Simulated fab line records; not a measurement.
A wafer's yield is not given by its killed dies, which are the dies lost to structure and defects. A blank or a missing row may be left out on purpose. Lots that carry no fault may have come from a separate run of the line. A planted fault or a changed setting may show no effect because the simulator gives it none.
Which of the tools did it? || flow nand_harc || 24 lots with 72 wafers sampled at 3 steps, on a route of 1159 steps

WHAT EACH GAUGE READ, for each wafer
NHARC_A_CHANNEL_FILL_D1_INSPECT_13.
{"lot": "L074", "measured": "day 11 09:59", "on": "defect_inspect-02", "raw_defect_count": "188 405 527"}
{"lot": "L076", "measured": "day 11 09:58", "on": "defect_inspect-02", "raw_defect_count": "270 160 227"}
{"lot": "L075", "measured": "day 11 12:28", "on": "defect_inspect-02", "raw_defect_count": "262 201 199"}
{"lot": "L079", "measured": "day 11 16:31", "on": "defect_inspect-01", "raw_defect_count": "382 200 328"}
{"lot": "L078", "measured": "day 11 16:41", "on": "defect_inspect-02", "raw_defect_count": "169 220 208"}
{"lot": "L077", "measured": "day 11 16:49", "on": "defect_inspect-01", "raw_defect_count": "421 374 279"}
{"lot": "L081", "measured": "day 11 23:29", "on": "defect_inspect-01", "raw_defect_count": "375 269 208"}
{"lot": "L080", "measured": "day 11 23:24", "on": "defect_inspect-02", "raw_defect_count": "217 326 195"}
{"lot": "L084", "measured": "day 13 08:17", "on": "defect_inspect-02", "raw_defect_count": "254 402 195"}
{"lot": "L082", "measured": "day 13 08:15", "on": "defect_inspect-02", "raw_defect_count": "180 199 181"}
{"lot": "L083", "measured": "day 13 12:10", "on": "defect_inspect-01", "raw_defect_count": "137 265 421"}
{"lot": "L086", "measured": "day 13 16:20", "on": "defect_inspect-01", "raw_defect_count": "245 200 232"}
{"lot": "L088", "measured": "day 13 16:30", "on": "defect_inspect-01", "raw_defect_count": "232 205 158"}
{"lot": "L085", "measured": "day 13 19:46", "on": "defect_inspect-01", "raw_defect_count": "183 221 325"}
{"lot": "L087", "measured": "day 14 11:43", "on": "defect_inspect-02", "raw_defect_count": "202 407 393"}
{"lot": "L089", "measured": "day 14 11:43", "on": "defect_inspect-01", "raw_defect_count": "313 275 286"}
{"lot": "L090", "measured": "day 14 22:05", "on": "defect_inspect-02", "raw_defect_count": "276 432 956"}
{"lot": "L091", "measured": "day 15 10:24", "on": "defect_inspect-01", "raw_defect_count": "232 285 236"}
{"lot": "L092", "measured": "day 15 10:40", "on": "defect_inspect-01", "raw_defect_count": "313 313 344"}
{"lot": "L093", "measured": "day 15 13:55", "on": "defect_inspect-01", "raw_defect_count": "394 202 345"}
{"lot": "L094", "measured": "day 15 13:55", "on": "defect_inspect-02", "raw_defect_count": "155 258 165"}
{"lot": "L095", "measured": "day 16 04:22", "on": "defect_inspect-02", "raw_defect_count": "430 483 420"}
{"lot": "L096", "measured": "day 16 08:15", "on": "defect_inspect-02", "raw_defect_count": "275 241 189"}
{"lot": "L097", "measured": "day 16 13:41", "on": "defect_inspect-02", "raw_defect_count": "173 351 172"}

WHAT TOOL EACH LOT RAN ON (gives the tool, then ch and the chambers of the sampled wafers, and finally the start)
{"lot": "L074", "NHARC_A_CHANNEL_FILL_D1_ALD_14": "ald_hk-01 ch 0,1,2, day 9 16:58", "NHARC_A_CHANNEL_FILL_D1_ETCHBACK_08": "rie_diel-10 ch 0,1,2, day 11 09:59 or earlier"}
{"lot": "L076", "NHARC_A_CHANNEL_FILL_D1_ALD_14": "ald_hk-01 ch 0,3, day 9 17:14", "NHARC_A_CHANNEL_FILL_D1_ETCHBACK_08": "rie_diel-11 ch 2,3, day 11 09:58 or earlier"}
{"lot": "L075", "NHARC_A_CHANNEL_FILL_D1_ALD_14": "ald_hk-02 ch 1,3, day 9 19:02", "NHARC_A_CHANNEL_FILL_D1_ETCHBACK_08": "rie_diel-10 ch 1,2,3, day 11 12:28 or earlier"}
{"lot": "L079", "NHARC_A_CHANNEL_FILL_D1_ALD_14": "ald_hk-03 ch 0,3, day 9 23:55", "NHARC_A_CHANNEL_FILL_D1_ETCHBACK_08": "rie_diel-11 ch 1,2,3, day 11 16:31 or earlier"}
{"lot": "L078", "NHARC_A_CHANNEL_FILL_D1_ALD_14": "ald_hk-01 ch 0,1,3, day 9 23:56", "NHARC_A_CHANNEL_FILL_D1_ETCHBACK_08": "rie_diel-10 ch 1,2, day 11 16:41 or earlier"}
{"lot": "L077", "NHARC_A_CHANNEL_FILL_D1_ALD_14": "ald_hk-02 ch 0,1,3, day 9 23:59", "NHARC_A_CHANNEL_FILL_D1_ETCHBACK_08": "rie_diel-13 ch 0,1,3, day 11 16:49 or earlier"}
{"lot": "L081", "NHARC_A_CHANNEL_FILL_D1_ALD_14": "ald_hk-03 ch 0,2, day 10 06:25", "NHARC_A_CHANNEL_FILL_D1_ETCHBACK_08": "rie_diel-11 ch 1,3, day 11 23:29 or earlier"}
{"lot": "L080", "NHARC_A_CHANNEL_FILL_D1_ALD_14": "ald_hk-01 ch 2,3, day 10 06:25", "NHARC_A_CHANNEL_FILL_D1_ETCHBACK_08": "rie_diel-13 ch 0,2, day 11 23:24 or earlier"}
{"lot": "L084", "NHARC_A_CHANNEL_FILL_D1_ALD_14": "ald_hk-02 ch 0,1, day 11 15:14", "NHARC_A_CHANNEL_FILL_D1_ETCHBACK_08": "rie_diel-11 ch 2,3, day 13 08:17 or earlier"}
{"lot": "L082", "NHARC_A_CHANNEL_FILL_D1_ALD_14": "ald_hk-03 ch 0,2,3, day 11 15:16", "NHARC_A_CHANNEL_FILL_D1_ETCHBACK_08": "rie_diel-10 ch 0,2,3, day 13 08:15 or earlier"}
{"lot": "L083", "NHARC_A_CHANNEL_FILL_D1_ALD_14": "ald_hk-01 ch 0,2,3, day 11 18:19", "NHARC_A_CHANNEL_FILL_D1_ETCHBACK_08": "rie_diel-10 ch 1,3, day 13 12:10 or earlier"}
{"lot": "L086", "NHARC_A_CHANNEL_FILL_D1_ALD_14": "ald_hk-01 ch 0,1,2, day 11 23:13", "NHARC_A_CHANNEL_FILL_D1_ETCHBACK_08": "rie_diel-10 ch 0,1,2, day 13 16:20 or earlier"}
{"lot": "L088", "NHARC_A_CHANNEL_FILL_D1_ALD_14": "ald_hk-01 ch 0,1,3, day 11 23:21", "NHARC_A_CHANNEL_FILL_D1_ETCHBACK_08": "rie_diel-13 ch 0,2,3, day 13 16:30 or earlier"}
{"lot": "L085", "NHARC_A_CHANNEL_FILL_D1_ALD_14": "ald_hk-01 ch 0,1,3, day 12 03:19", "NHARC_A_CHANNEL_FILL_D1_ETCHBACK_08": "rie_diel-10 ch 1,2,3, day 13 19:46 or earlier"}
{"lot": "L087", "NHARC_A_CHANNEL_FILL_D1_ALD_14": "ald_hk-02 ch 0,2,3, day 12 16:35", "NHARC_A_CHANNEL_FILL_D1_ETCHBACK_08": "rie_diel-10 ch 0,1,2, day 14 11:43 or earlier"}
{"lot": "L089", "NHARC_A_CHANNEL_FILL_D1_ALD_14": "ald_hk-01 ch 0,3, day 12 16:36", "NHARC_A_CHANNEL_FILL_D1_ETCHBACK_08": "rie_diel-11 ch 1,2,3, day 14 11:43 or earlier"}
{"lot": "L090", "NHARC_A_CHANNEL_FILL_D1_ALD_14": "ald_hk-02 ch 0,2,3, day 13 04:10", "NHARC_A_CHANNEL_FILL_D1_ETCHBACK_08": "rie_diel-10 ch 0,1, day 14 22:05 or earlier"}
{"lot": "L091", "NHARC_A_CHANNEL_FILL_D1_ALD_14": "ald_hk-01 ch 0,1,2, day 13 12:22", "NHARC_A_CHANNEL_FILL_D1_ETCHBACK_08": "rie_diel-10 ch 0,2,3, day 15 10:24 or earlier"}
{"lot": "L092", "NHARC_A_CHANNEL_FILL_D1_ALD_14": "ald_hk-03 ch 0,1,3, day 13 12:28", "NHARC_A_CHANNEL_FILL_D1_ETCHBACK_08": "rie_diel-10 ch 0,1,3, day 15 10:40 or earlier"}
{"lot": "L093", "NHARC_A_CHANNEL_FILL_D1_ALD_14": "ald_hk-01 ch 1,2,3, day 13 18:56", "NHARC_A_CHANNEL_FILL_D1_ETCHBACK_08": "rie_diel-10 ch 0,1,3, day 15 13:55 or earlier"}
{"lot": "L094", "NHARC_A_CHANNEL_FILL_D1_ALD_14": "ald_hk-02 ch 1,2,3, day 13 19:02", "NHARC_A_CHANNEL_FILL_D1_ETCHBACK_08": "rie_diel-11 ch 0,2,3, day 15 13:55 or earlier"}
{"lot": "L095", "NHARC_A_CHANNEL_FILL_D1_ALD_14": "ald_hk-03 ch 0,2,3, day 14 09:30", "NHARC_A_CHANNEL_FILL_D1_ETCHBACK_08": "rie_diel-11 ch 0,1,2, day 16 04:22 or earlier"}
{"lot": "L096", "NHARC_A_CHANNEL_FILL_D1_ALD_14": "ald_hk-02 ch 0,3, day 14 13:44", "NHARC_A_CHANNEL_FILL_D1_ETCHBACK_08": "rie_diel-11 ch 0,2,3, day 16 08:15 or earlier"}
{"lot": "L097", "NHARC_A_CHANNEL_FILL_D1_ALD_14": "ald_hk-02 ch 0,1,3, day 14 17:51", "NHARC_A_CHANNEL_FILL_D1_ETCHBACK_08": "rie_diel-10 ch 0,1,2, day 16 13:41 or earlier"}
- NHARC_A_CHANNEL_FILL_D1_ALD_14: deposits SiO2, target thk 2.5 nm, pulse time 10 s, ald cycles 25.
- NHARC_A_CHANNEL_FILL_D1_ETCHBACK_08: etches the open film in C4F8, target depth 220 nm, time 110 s.

AS READ BY THE TOOLS THEMSELVES (means over the sampled wafers that have a number; for cases with no such wafer, the mark the record gives instead)
NHARC_A_CHANNEL_FILL_D1_ALD_14.
{"lot": "L074", "tool": "ald_hk-01", "heater_power_w (W)": 463, "precursor_pulse_height_rel": 0.986}
{"lot": "L076", "tool": "ald_hk-01", "heater_power_w (W)": 403, "precursor_pulse_height_rel": 1.016}
{"lot": "L075", "tool": "ald_hk-02", "heater_power_w (W)": 479, "precursor_pulse_height_rel": 1.001}
{"lot": "L079", "tool": "ald_hk-03", "heater_power_w (W)": 461, "precursor_pulse_height_rel": 1.008}
{"lot": "L078", "tool": "ald_hk-01", "heater_power_w (W)": 445, "precursor_pulse_height_rel": 0.982}
{"lot": "L077", "tool": "ald_hk-02", "heater_power_w (W)": 474, "precursor_pulse_height_rel": 1.002}
{"lot": "L081", "tool": "ald_hk-03", "heater_power_w (W)": 478, "precursor_pulse_height_rel": 0.992}
{"lot": "L080", "tool": "ald_hk-01", "heater_power_w (W)": 459, "precursor_pulse_height_rel": 1.006}
{"lot": "L084", "tool": "ald_hk-02", "heater_power_w (W)": 501, "precursor_pulse_height_rel": 0.982}
{"lot": "L082", "tool": "ald_hk-03", "heater_power_w (W)": 464, "precursor_pulse_height_rel": 1.010}
{"lot": "L083", "tool": "ald_hk-01", "heater_power_w (W)": 448, "precursor_pulse_height_rel": 1.008}
{"lot": "L086", "tool": "ald_hk-01", "heater_power_w (W)": 451, "precursor_pulse_height_rel": 1.006}
{"lot": "L088", "tool": "ald_hk-01", "heater_power_w (W)": 431, "precursor_pulse_height_rel": 0.995}
{"lot": "L085", "tool": "ald_hk-01", "heater_power_w (W)": 438, "precursor_pulse_height_rel": 1.001}
{"lot": "L087", "tool": "ald_hk-02", "heater_power_w (W)": 488, "precursor_pulse_height_rel": 0.982}
{"lot": "L089", "tool": "ald_hk-01", "heater_power_w (W)": 426, "precursor_pulse_height_rel": 0.986}
{"lot": "L090", "tool": "ald_hk-02", "heater_power_w (W)": 481, "precursor_pulse_height_rel": 1.009}
{"lot": "L091", "tool": "ald_hk-01", "heater_power_w (W)": 462, "precursor_pulse_height_rel": 0.998}
{"lot": "L092", "tool": "ald_hk-03", "heater_power_w (W)": 487, "precursor_pulse_height_rel": 1.010}
{"lot": "L093", "tool": "ald_hk-01", "heater_power_w (W)": 482, "precursor_pulse_height_rel": 1.003}
{"lot": "L094", "tool": "ald_hk-02", "heater_power_w (W)": 482, "precursor_pulse_height_rel": 0.994}
{"lot": "L095", "tool": "ald_hk-03", "heater_power_w (W)": 466, "precursor_pulse_height_rel": 1.006}
{"lot": "L096", "tool": "ald_hk-02", "heater_power_w (W)": 443, "precursor_pulse_height_rel": 0.985}
{"lot": "L097", "tool": "ald_hk-02", "heater_power_w (W)": 461, "precursor_pulse_height_rel": 0.988}

NHARC_A_CHANNEL_FILL_D1_ETCHBACK_08.
{"lot": "L074", "tool": "rie_diel-10", "oes_product_au (a.u.)": 0.92, "rf_vpp_V (V)": 443}
{"lot": "L076", "tool": "rie_diel-11", "oes_product_au (a.u.)": 1.00, "rf_vpp_V (V)": 440}
{"lot": "L075", "tool": "rie_diel-10", "oes_product_au (a.u.)": 0.99, "rf_vpp_V (V)": 444}
{"lot": "L079", "tool": "rie_diel-11", "oes_product_au (a.u.)": 0.93, "rf_vpp_V (V)": 441}
{"lot": "L078", "tool": "rie_diel-10", "oes_product_au (a.u.)": 0.99, "rf_vpp_V (V)": 445}
{"lot": "L077", "tool": "rie_diel-13", "oes_product_au (a.u.)": 0.91, "rf_vpp_V (V)": 440}
{"lot": "L081", "tool": "rie_diel-11", "oes_product_au (a.u.)": 0.99, "rf_vpp_V (V)": 444}
{"lot": "L080", "tool": "rie_diel-13", "oes_product_au (a.u.)": 0.93, "rf_vpp_V (V)": 439}
{"lot": "L084", "tool": "rie_diel-11", "oes_product_au (a.u.)": 0.92, "rf_vpp_V (V)": 440}
{"lot": "L082", "tool": "rie_diel-10", "oes_product_au (a.u.)": 0.92, "rf_vpp_V (V)": 442}
{"lot": "L083", "tool": "rie_diel-10", "oes_product_au (a.u.)": 0.99, "rf_vpp_V (V)": 444}
{"lot": "L086", "tool": "rie_diel-10", "oes_product_au (a.u.)": 0.94, "rf_vpp_V (V)": 442}
{"lot": "L088", "tool": "rie_diel-13", "oes_product_au (a.u.)": 1.00, "rf_vpp_V (V)": 440}
{"lot": "L085", "tool": "rie_diel-10", "oes_product_au (a.u.)": 1.00, "rf_vpp_V (V)": 443}
{"lot": "L087", "tool": "rie_diel-10", "oes_product_au (a.u.)": 0.92, "rf_vpp_V (V)": 442}
{"lot": "L089", "tool": "rie_diel-11", "oes_product_au (a.u.)": 0.92, "rf_vpp_V (V)": 441}
{"lot": "L090", "tool": "rie_diel-10", "oes_product_au (a.u.)": 1.00, "rf_vpp_V (V)": 441}
{"lot": "L091", "tool": "rie_diel-10", "oes_product_au (a.u.)": 0.92, "rf_vpp_V (V)": 441}
{"lot": "L092", "tool": "rie_diel-10", "oes_product_au (a.u.)": 0.92, "rf_vpp_V (V)": 441}
{"lot": "L093", "tool": "rie_diel-10", "oes_product_au (a.u.)": 0.92, "rf_vpp_V (V)": 442}
{"lot": "L094", "tool": "rie_diel-11", "oes_product_au (a.u.)": 1.00, "rf_vpp_V (V)": 440}
{"lot": "L095", "tool": "rie_diel-11", "oes_product_au (a.u.)": 0.93, "rf_vpp_V (V)": 438}
{"lot": "L096", "tool": "rie_diel-11", "oes_product_au (a.u.)": 0.92, "rf_vpp_V (V)": 439}
{"lot": "L097", "tool": "rie_diel-10", "oes_product_au (a.u.)": 1.01, "rf_vpp_V (V)": 443}

THE ANSWER, worked out from the rows above alone
Rule: the lots themselves supply what counts as usual. The widest of any qualifying gaps counts: lots, ordered by their means at a reading, are off when they make up no more than a third of the lots, leave a main group of 4 or more, and stand apart from it by 3 or more times the standard deviation of that group's means. A main group is skipped when, at the precision printed for the reading in the tables above, its means are all equal. Also off: a lot with no number at a reading for which 4 or more lots have one. The other lots that the step has rows for count as sound. After the gauges, taken in route order, come the tools' own readings; for these a lot's mean is taken, as printed above. The first step at which some lot is off is used, and at that step the reading that is off furthest; a lot without a number counts as furthest.
No lot is off at any reading shown: from this, nothing can be told.

WHAT THE SIMULATOR HAD PUT IN
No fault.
